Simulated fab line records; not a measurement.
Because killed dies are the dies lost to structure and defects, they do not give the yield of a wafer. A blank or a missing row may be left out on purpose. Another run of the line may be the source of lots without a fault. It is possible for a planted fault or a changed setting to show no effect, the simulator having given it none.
A struck lot beside a sound one    flow nand_harc    15 steps out of a route of 1302
Sound: the wafers L880.1, L880.2, L880.4. Wafers struck: L885.1, L885.2, L885.4. At the end, the cause is stated.
For every step that has rows: the tool of each side, followed by ch and its chambers, followed by its first start. Under that, the readings that differ: sound wafers    struck wafers    difference of the means    sigmas: that difference in standard deviations of wafers without a fault.
alike: a reading whose means differ by less than 2 such deviations, as well as words and numbers matching on both sides. not compared: withheld readings; readings where some wafer has no value; bounds like >300 that might hide an equal value; numbers whose values overlap and for which the record gives no deviation.
Wherever a step has rows on one side only, a row that says differs or no value, or a row with sigmas, the two part there. Numbers that don't overlap but have no deviation are shown without sigmas and don't part them. Lack of a reading on every wafer of one side parts them only where that side has two or more wafers.

NHARC_A_M0_CD_MEAS_09: target cd 80 nm.
  sound on cd_sem-01 ch 0, day 25 02:31; struck on cd_sem-03 ch 0, day 27 05:43
  alike: cd_nm
NHARC_A_M0_OVL_MEAS_10: pitch 160 nm.
  sound on overlay-01 at day 25 02:36; struck on overlay-02 at day 27 05:47
reading            sound           struck       difference  sigmas
overlay_x_nm (nm)  -0.8 -0.5 -1.1  1.5 0.8 1.0  +1.9        +2
  alike: overlay_y_nm
NHARC_A_M0_INSPECT_11:
  sound on defect_inspect-01 at day 25 02:38; struck on defect_inspect-02 at day 27 05:50
  alike: raw_defect_count
NHARC_A_M0_DESCUM_14: chemistry O2, time 3 s.
  sound on rie_diel-01 ch 0,1,2, day 25 02:42; struck on rie_diel-02 ch 1,2,3, day 27 05:53
reading                 sound        struck       difference  sigmas
rf_hours_counter_h (h)  0.4 0.5 0.3  3.2 3.4 2.7  +2.7        
  alike: drypump_motor_current_A, oes_product_au, rf_vpp_V, showerhead_plenum_p_Torr, throttle_valve_pct
NHARC_A_M0_ETCH_34: etches the open film in N2/H2, target depth 40 nm, overetch 12 nm, time 43.94 s.
  sound on rie_diel-01 ch 0,1,2, day 25 02:47; struck on rie_diel-02 ch 0,1,3, day 27 05:59
reading                 sound        struck       difference  sigmas
rf_hours_counter_h (h)  0.4 0.5 0.3  2.7 3.4 2.8  +2.6        
  alike: drypump_motor_current_A, oes_product_au, rf_vpp_V, showerhead_plenum_p_Torr, throttle_valve_pct
NHARC_A_M0_ETCH_15: etches the open film in C4F8/Ar, target depth 150 nm, overetch 15 nm, time 82.5 s.
  sound: rie_diel-01 ch 0,2,3; struck: rie_diel-02 ch 1,2,3
reading                 sound        struck       difference  sigmas
rf_hours_counter_h (h)  0.6 0.3 0.5  3.3 3.4 2.7  +2.7        
  alike: oes_product_au, rf_vpp_V
NHARC_A_M0_CD_MEAS_16:
  sound on cd_sem-02 at day 25 03:00; struck on cd_sem-02 at day 27 06:11
  alike: cd_nm
NHARC_A_M0_STRIP_18: strips in N2/H2.
  sound on rie_diel-01 ch 0,2,3, day 25 03:04; struck on rie_diel-01 ch 0,2,3, day 27 06:16
reading                 sound        struck       difference  sigmas
rf_hours_counter_h (h)  0.5 0.4 0.6  2.4 2.7 2.8  +2.1        
  alike: drypump_motor_current_A, oes_product_au, power_w, rf_vpp_V, showerhead_plenum_p_Torr, throttle_valve_pct
then, 2 steps without rows for these wafers: NHARC_A_M0_STRIP_19 (strips in post etch residue remover, time 600 s); NHARC_A_M0_DEGAS_28 (time 60 s).
NHARC_A_M0_PRE_CLEAN_29: time 30 s.
  sound on pvd_sputter-01; struck on pvd_sputter-01
  alike: heater_power_w, susceptor_temp_C
then, 1 step without rows for these wafers: NHARC_A_M0_PVD_20 (deposits TaN, target thk 5 nm, time 8.06 s).
NHARC_A_M0_PVD_21: deposits Cu, target thk 30 nm, time 20.49 s.
  sound on pvd_sputter-01 at day 25 03:50; struck on pvd_sputter-01 at day 27 07:03
  no value came back on the struck wafers for cathode_dc_power_W (W), chamber_pressure_pa (Pa), substrate_temp_c (C), throttle_valve_pct (%); on the sound wafers cathode_dc_power_W (W) reads 5000.3 4999.0 5000.1
then, 1 step without rows for these wafers: NHARC_A_M0_ECD_22 (material Cu, target thk 400 nm).
NHARC_END_SORT_01:
  at this point the record logs the struck wafers (prober-02 ch 0, day 28 23:13) and has no rows for the sound ones

== WHERE THEY PART ==
Last at NHARC_END_SORT_01 as far as this record goes, first at NHARC_A_M0_OVL_MEAS_10.

WHY: whatever the simulator had introduced
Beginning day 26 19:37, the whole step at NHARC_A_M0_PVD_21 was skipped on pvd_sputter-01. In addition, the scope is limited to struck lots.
